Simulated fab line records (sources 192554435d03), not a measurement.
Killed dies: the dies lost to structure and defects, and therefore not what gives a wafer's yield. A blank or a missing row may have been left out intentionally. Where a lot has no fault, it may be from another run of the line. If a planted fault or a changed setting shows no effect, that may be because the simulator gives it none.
Which of the tools did it? + flow n5 finfet + Sampling: 9 lots, 27 wafers, 6 of 1938 route steps

WHAT THE GAUGES SHOWED, per wafer
N5_HKMG_FIN_CD_MEAS_12 targets a cd of 92.8 nm.
| lot  | measured    | on        | cd nm (nm)     |
|------|-------------|-----------|----------------|
| L811 | day 4 15:24 | cd sem-02 | 92.1 92.8 92.3 |
| L812 | day 4 20:19 | cd sem-02 | 93.0 93.8 93.5 |
| L813 | day 5 04:44 | cd sem-02 | 93.5 93.4 93.4 |
| L814 | day 5 10:51 | cd sem-02 | 92.6 92.9 92.8 |
| L819 | day 6 12:49 | cd sem-02 | 87.5 92.1 91.6 |
| L824 | day 7 21:50 | cd sem-03 | 88.4 88.6 91.8 |
| L828 | day 8 21:55 | cd sem-02 | 92.9 92.8 93.3 |
| L829 | day 9 03:53 | cd sem-02 | 92.1 93.2 93.7 |
| L831 | day 9 18:38 | cd sem-02 | 92.6 92.6 92.8 |

N5_BEOL_M4_RC_MEAS_101.
| lot  | measured     | on        | DIBL_N (mV/V)  | DIBL_P (mV/V)  | IOFF_N (nA/um)    | IOFF_P (nA/um)    | ION_N (uA/um) | ION_P (uA/um) | SS_N (mV/dec)  | SS_P (mV/dec)  | VT_N (mV)   | VT_P (mV)            |
|------|--------------|-----------|----------------|----------------|-------------------|-------------------|---------------|---------------|----------------|----------------|-------------|----------------------|
| L811 | day 10 06:00 | prober-02 | 34.5 35.7 35.5 | 34.8 36.9 37.1 | 0.139 0.163 0.166 | 0.180 0.217 0.213 | 663 672 678   | 453 459 462   | 71.0 71.0 71.6 | 72.3 73.5 73.3 | 252 248 248 | -248.9 -248.0 -248.4 |
| L812 | day 9 12:20  | prober-01 | 36.2 36.3 35.1 | 35.6 34.6 34.0 | 0.170 0.162 0.144 | 0.205 0.180 0.169 | 681 673 677   | 461 455 454   | 72.0 71.7 71.5 | 73.3 73.7 73.6 | 244 249 250 | -249.8 -252.2 -253.3 |
| L813 | day 10 05:55 | prober-01 | 34.3 34.1 35.5 | 35.6 34.4 36.1 | 0.126 0.120 0.141 | 0.196 0.192 0.218 | 674 677 673   | 469 472 472   | 70.8 71.4 71.5 | 72.6 72.4 73.1 | 250 254 248 | -251.6 -249.2 -245.6 |
| L814 | day 10 07:53 | prober-01 | 33.9 35.9 34.0 | 35.1 38.1 34.8 | 0.142 0.189 0.141 | 0.200 0.241 0.192 | 676 688 663   | 467 465 462   | 71.2 72.3 70.7 | 72.2 73.4 72.0 | 248 245 251 | -251.3 -246.9 -251.6 |
| L819 | day 11 17:06 | prober-02 | 37.6 38.0 37.2 | 37.8 38.8 37.7 | 0.163 0.179 0.159 | 0.190 0.210 0.185 | 677 678 670   | 453 461 452   | 72.0 72.1 71.9 | 73.5 73.9 73.5 | 249 250 249 | -252.8 -250.8 -255.0 |
| L824 | day 12 16:17 | prober-01 | 36.2 37.6 37.3 | 33.8 36.6 36.0 | 0.155 0.175 0.173 | 0.191 0.228 0.223 | 677 684 687   | 456 468 465   | 71.6 71.5 71.4 | 72.4 73.7 73.1 | 248 249 248 | -249.8 -247.9 -247.1 |
| L828 | day 13 23:07 | prober-02 | 34.7 34.6 33.9 | 36.0 35.4 34.7 | 0.134 0.130 0.116 | 0.192 0.187 0.168 | 678 661 665   | 465 459 456   | 71.1 71.7 71.0 | 72.3 72.1 72.4 | 252 251 254 | -251.0 -251.1 -252.2 |
| L829 | day 14 03:29 | prober-02 | 35.8 34.8 35.5 | 35.7 34.3 35.9 | 0.152 0.131 0.142 | 0.211 0.188 0.224 | 673 672 673   | 468 465 467   | 71.3 71.2 71.6 | 73.6 73.3 73.2 | 252 251 252 | -248.7 -250.2 -248.7 |
| L831 | day 14 15:42 | prober-02 | 37.2 36.8 35.9 | 38.6 37.0 35.9 | 0.187 0.166 0.152 | 0.259 0.228 0.212 | 685 671 675   | 477 465 467   | 72.3 72.1 71.6 | 73.5 74.1 73.8 | 246 248 249 | -249.3 -249.0 -250.1 |

EACH LOT AND THE TOOL THAT RAN IT (in order: tool; ch and the chambers of the sampled wafers; start)
| lot  | N5_HKMG_FIN_ETCH_55               | N5_HKMG_FIN_ETCH_58               | N5_HKMG_FIN_PEB_10               | N5_HKMG_FIN_ETCH_32               |
|------|-----------------------------------|-----------------------------------|----------------------------------|-----------------------------------|
| L811 | rie diel-02 ch 0,3, day 4 12:17   | rie diel-02 ch 0,3, day 4 12:29   | litho track-05 ch 0, day 4 15:20 | rie diel-05 ch 1,3, day 4 15:35   |
| L812 | rie diel-03 ch 0,3, day 4 17:11   | rie diel-03 ch 0,3, day 4 17:24   | litho track-05 ch 0, day 4 20:14 | rie diel-05 ch 1,3, day 4 20:29   |
| L813 | rie diel-05 ch 1,2,3, day 5 01:32 | rie diel-05 ch 1,2,3, day 5 01:45 | litho track-02 ch 0, day 5 04:40 | rie diel-02 ch 0,1,3, day 5 04:55 |
| L814 | rie diel-02 ch 0,2,3, day 5 07:47 | rie diel-02 ch 0,2,3, day 5 07:59 | litho track-04 ch 0, day 5 10:47 | rie diel-05 ch 0,2,3, day 5 11:02 |
| L819 | rie diel-03 ch 0,2, day 6 09:43   | rie diel-03 ch 0,2, day 6 09:56   | litho track-05 ch 0, day 6 12:45 | rie diel-05 ch 1,3, day 6 13:00   |
| L824 | rie diel-02 ch 0,1,2, day 7 18:39 | rie diel-02 ch 0,1,2, day 7 18:52 | litho track-05 ch 0, day 7 21:46 | rie diel-05 ch 0,1,2, day 7 22:02 |
| L828 | rie diel-03 ch 0,1,3, day 8 18:43 | rie diel-03 ch 0,1,3, day 8 18:55 | litho track-02 ch 0, day 8 21:51 | rie diel-03 ch 1,2,3, day 8 22:06 |
| L829 | rie diel-05 ch 0,2, day 9 00:42   | rie diel-05 ch 0,2, day 9 00:55   | litho track-02 ch 0, day 9 03:49 | rie diel-03 ch 0,1, day 9 04:04   |
| L831 | rie diel-05 ch 0,2,3, day 9 15:26 | rie diel-05 ch 0,2,3, day 9 15:38 | litho track-02 ch 0, day 9 18:34 | rie diel-03 ch 1,2,3, day 9 18:49 |
- N5_HKMG_FIN_ETCH_55: etches SOC in N2/H2, target depth 240 nm, time 300 s.
- N5_HKMG_FIN_ETCH_58: etches SOC in N2/H2, target depth 215.8 nm, time 741 s.
- N5_HKMG_FIN_PEB_10: peb time 60 s.
- N5_HKMG_FIN_ETCH_32: etches SOC in N2/H2, target depth 240 nm, time 300 s.

WHAT THE TOOLS THEMSELVES READ (means of the sampled wafers that have a number; where no wafer has one, the mark that the record gives instead)
N5_HKMG_FIN_ETCH_55.
| lot  | tool        | drypump motor current A (A) | oes product au (a.u.) | rf vpp V (V) | showerhead plenum p Torr (Torr) | throttle valve pct (%) |
|------|-------------|-----------------------------|-----------------------|--------------|---------------------------------|------------------------|
| L811 | rie diel-02 | 5.9                         | 0.83                  | 527.7        | 2.68                            | 17.90                  |
| L812 | rie diel-03 | 6.3                         | 0.73                  | 525.3        | 2.59                            | 17.84                  |
| L813 | rie diel-05 | 5.7                         | 0.80                  | 524.8        | 2.58                            | 17.63                  |
| L814 | rie diel-02 | 6.0                         | 0.77                  | 524.9        | 2.58                            | 17.96                  |
| L819 | rie diel-03 | 6.0                         | 0.85                  | 527.4        | 2.68                            | 17.98                  |
| L824 | rie diel-02 | 5.7                         | 0.77                  | 523.2        | 2.51                            | 17.93                  |
| L828 | rie diel-03 | 6.4                         | 0.81                  | 525.6        | 2.59                            | 17.64                  |
| L829 | rie diel-05 | 5.8                         | 0.72                  | 526.5        | 2.63                            | 17.79                  |
| L831 | rie diel-05 | 6.0                         | 0.72                  | 525.7        | 2.63                            | 17.90                  |

N5_HKMG_FIN_ETCH_58.
| lot  | tool        | drypump motor current A (A) | oes product au (a.u.) | rf vpp V (V) | showerhead plenum p Torr (Torr) | throttle valve pct (%) |
|------|-------------|-----------------------------|-----------------------|--------------|---------------------------------|------------------------|
| L811 | rie diel-02 | 5.9                         | 0.82                  | 100.9        | 2.68                            | 17.86                  |
| L812 | rie diel-03 | 6.3                         | 0.74                  | 99.4         | 2.59                            | 17.80                  |
| L813 | rie diel-05 | 5.7                         | 0.80                  | 99.4         | 2.58                            | 17.59                  |
| L814 | rie diel-02 | 6.0                         | 0.77                  | 98.9         | 2.58                            | 17.91                  |
| L819 | rie diel-03 | 6.0                         | 0.85                  | 100.7        | 2.68                            | 17.93                  |
| L824 | rie diel-02 | 5.7                         | 0.78                  | 99.6         | 2.51                            | 17.89                  |
| L828 | rie diel-03 | 6.4                         | 0.82                  | 99.2         | 2.59                            | 17.58                  |
| L829 | rie diel-05 | 5.8                         | 0.71                  | 99.5         | 2.63                            | 17.75                  |
| L831 | rie diel-05 | 6.0                         | 0.72                  | 99.9         | 2.63                            | 17.86                  |

N5_HKMG_FIN_ETCH_32.
| lot  | tool        | drypump motor current A (A) | oes product au (a.u.) | rf vpp V (V) | showerhead plenum p Torr (Torr) | throttle valve pct (%) |
|------|-------------|-----------------------------|-----------------------|--------------|---------------------------------|------------------------|
| L811 | rie diel-05 | 5.4                         | 0.88                  | 524.0        | 2.54                            | 17.56                  |
| L812 | rie diel-05 | 5.9                         | 0.81                  | 525.5        | 2.59                            | 17.72                  |
| L813 | rie diel-02 | 5.7                         | 0.85                  | 525.6        | 2.61                            | 17.85                  |
| L814 | rie diel-05 | 6.0                         | 0.74                  | 526.8        | 2.65                            | 17.84                  |
| L819 | rie diel-05 | 5.4                         | 0.85                  | 523.8        | 2.53                            | 17.60                  |
| L824 | rie diel-05 | 5.5                         | 0.78                  | 524.8        | 2.59                            | 17.72                  |
| L828 | rie diel-03 | 6.2                         | 0.79                  | 526.3        | 2.63                            | 17.81                  |
| L829 | rie diel-03 | 6.6                         | 0.80                  | 525.2        | 2.63                            | 17.52                  |
| L831 | rie diel-03 | 6.2                         | 0.78                  | 526.0        | 2.63                            | 17.83                  |

THE ANSWER, worked out from the rows above alone
Rule: usual is defined by the lots themselves. Put in order of their means at a reading, lots are off if they are a third of the lots or fewer, leave a main group of 4 or more, and stand apart from it by a gap of 3 or more times the standard deviation of the main group's means; of several such gaps the widest counts. The tables above print the reading to a certain number of digits; a main group whose means all agree to those digits is not used. Also off: a lot with no number at a reading for which 4 or more lots have one. All remaining lots with rows at the step are treated as sound. First the gauges in route order, then the tools' own readings, where a lot's mean is used as printed above. At the first step where some lot is off, the reading lying furthest off is the one used; lots without a number count as furthest.
Off at N5_HKMG_FIN_CD_MEAS_12 (cd nm): L819, L824. For the main group the mean is 93.0 nm and the standard deviation 0.36.
A tool fits if, at a process step before that reading, it ran every lot that is off, and no sound lot after the first of them. Gauges at N5_HKMG_FIN_CD_MEAS_12: tried the same way as those tools. One fits: N5_HKMG_FIN_PEB_10 on litho track-05. A fault onset in the window from L812 (day 4 20:14, its last sound lot) to L819 (day 6 12:45, its first lot off) fits.

WHAT WAS PUT IN BY THE SIMULATOR
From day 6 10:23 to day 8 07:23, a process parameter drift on litho track-05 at N5_HKMG_FIN_PEB_10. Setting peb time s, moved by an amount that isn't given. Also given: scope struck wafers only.
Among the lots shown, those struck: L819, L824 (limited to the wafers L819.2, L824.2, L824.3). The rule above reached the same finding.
